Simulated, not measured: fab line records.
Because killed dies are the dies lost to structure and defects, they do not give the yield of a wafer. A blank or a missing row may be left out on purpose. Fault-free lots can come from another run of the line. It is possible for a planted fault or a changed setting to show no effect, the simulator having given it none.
Matching of chambers :: flow nand-harc :: NHARC_THIN_TSV_CMP_21 on cmp-02: 4 sister chambers
The step polishes, t overpolish 30 s, target thk 2000 nm. 8 wafers are shown with their chamber, then 7 later ones without.

## WAFERS PAIRED WITH THEIR CHAMBERS
wafer: L313.1
chamber: 0
motor-current-A (A): 10.7
overpolish-run-s (s): 30.003

wafer: L313.2
chamber: 3
motor-current-A (A): 12.6
overpolish-run-s (s): 30.006

wafer: L313.6
chamber: 3
motor-current-A (A): 12.1
overpolish-run-s (s): 30.012

wafer: L314.1
chamber: 2
motor-current-A (A): 12.5
overpolish-run-s (s): 30.006

wafer: L314.4
chamber: 1
motor-current-A (A): 11.4
overpolish-run-s (s): 29.997

wafer: L314.5
chamber: 1
motor-current-A (A): 10.6
overpolish-run-s (s): 29.992

wafer: L315.2
chamber: 0
motor-current-A (A): 9.8
overpolish-run-s (s): 30.003

wafer: L315.3
chamber: 2
motor-current-A (A): 12.9
overpolish-run-s (s): 30.004

## WAFERS WHOSE CHAMBER IS MISSING
wafer: L315.6
motor-current-A (A): 11.1
overpolish-run-s (s): 30.009

wafer: L328.2
motor-current-A (A): 12.3
overpolish-run-s (s): 29.974

wafer: L328.3
motor-current-A (A): 12.4
overpolish-run-s (s): 30.015

wafer: L328.6
motor-current-A (A): 12.7
overpolish-run-s (s): 30.014

wafer: L331.1
motor-current-A (A): 10.7
overpolish-run-s (s): 29.998

wafer: L331.5
motor-current-A (A): 12.5
overpolish-run-s (s): 29.998

wafer: L331.6
motor-current-A (A): 12.4
overpolish-run-s (s): 30.002

## EACH ONE'S CHAMBER
wafer: L315.6
from the rows above: can't be placed: 3 or 0 or 2
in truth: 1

wafer: L328.2
from the rows above: 1
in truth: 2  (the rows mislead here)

wafer: L328.3
from the rows above: can't be placed: 3 or 2
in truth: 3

wafer: L328.6
from the rows above: can't be placed: 3 or 2
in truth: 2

wafer: L331.1
from the rows above: can't be placed: 1 or 0
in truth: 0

wafer: L331.5
from the rows above: can't be placed: 2 or 1 or 3
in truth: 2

wafer: L331.6
from the rows above: can't be placed: 2 or 3
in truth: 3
Correct placement for 0 of the 7. From these rows, 6 cannot be placed; in 5 the true chamber is one of the candidates. Number placed wrongly: 1.
How it was worked out, from the rows above alone: a wafer's distance from a chamber is the root of the sum, over the readings, of the square of ((its reading less the chamber's mean) divided by the reading's scatter). If the next closest chamber is less than 2 further off than the closest, the wafer can't be placed; otherwise it belongs to the closest. The mean given for a chamber averages the wafers shown for that chamber. The scatter: the root of (the sum of the squares of (reading less its chamber's mean) over the shown wafers, divided by (wafers less chambers)).
